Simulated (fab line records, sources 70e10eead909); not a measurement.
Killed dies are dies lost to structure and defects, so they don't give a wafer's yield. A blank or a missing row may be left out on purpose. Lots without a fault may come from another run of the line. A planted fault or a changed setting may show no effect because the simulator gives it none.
Chamber matching | flow nand_harc | NHARC_A_STAIRCASE_CMP_450 on cmp-01: 4 sister chambers
The step polishes SiO2, target thk 200 nm. 14 wafers are shown with their chamber, then 7 later ones without.

WAFERS WITH THEIR CHAMBER
wafer  | chamber | motor_current_A (A)
L109.3 | 1       | 12.4
L109.4 | 3       | 11.2
L109.5 | 1       | 11.6
L112.1 | 0       | 13.5
L112.2 | 1       | 12.1
L112.6 | 2       | 10.3
L115.3 | 0       | 13.8
L115.4 | 3       | 11.5
L115.5 | 3       | 12.0
L117.1 | 0       | 13.9
L117.2 | 3       | 11.5
L117.4 | 1       | 12.2
L118.2 | 2       | 10.9
L118.3 | 0       | 14.2

SIGNATURES (means of the wafers above)
reading         | chamber 0 | chamber 1 | chamber 2 | chamber 3 | scatter within a chamber
motor_current_A | 13.850    | 12.075    | 10.600    | 11.550    | 0.333
Rule: a wafer's distance from a chamber is the root of the sum, over the readings, of the square of ((its reading less the chamber's mean) divided by the reading's scatter). The wafer belongs to the nearest chamber; if the next one is less than 2 further off, it can't be placed. The scatter: the root of (the sum of the squares of (reading less its chamber's mean) over the shown wafers, divided by (wafers less chambers)).

WAFERS WITHOUT THEIR CHAMBER
wafer  | motor_current_A (A)
L118.5 | 10.2
L126.2 | 12.6
L126.3 | 13.9
L126.4 | 11.4
L132.1 | 10.3
L132.4 | 11.4
L132.6 | 11.3

WHICH CHAMBER EACH WENT THROUGH
wafer  | from the rows above          | in truth
L118.5 | 2                            | 2
L126.2 | can't be placed: 1 or 3      | 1
L126.3 | 0                            | 0
L126.4 | can't be placed: 3 or 1 or 2 | 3
L132.1 | 2                            | 2
L132.4 | can't be placed: 3 or 1 or 2 | 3
L132.6 | can't be placed: 3 or 2 or 1 | 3
Placed correctly: 3 of 7. Can't be placed from these rows: 4 (the true chamber is among the candidates in 4). Placed wrongly: 0.
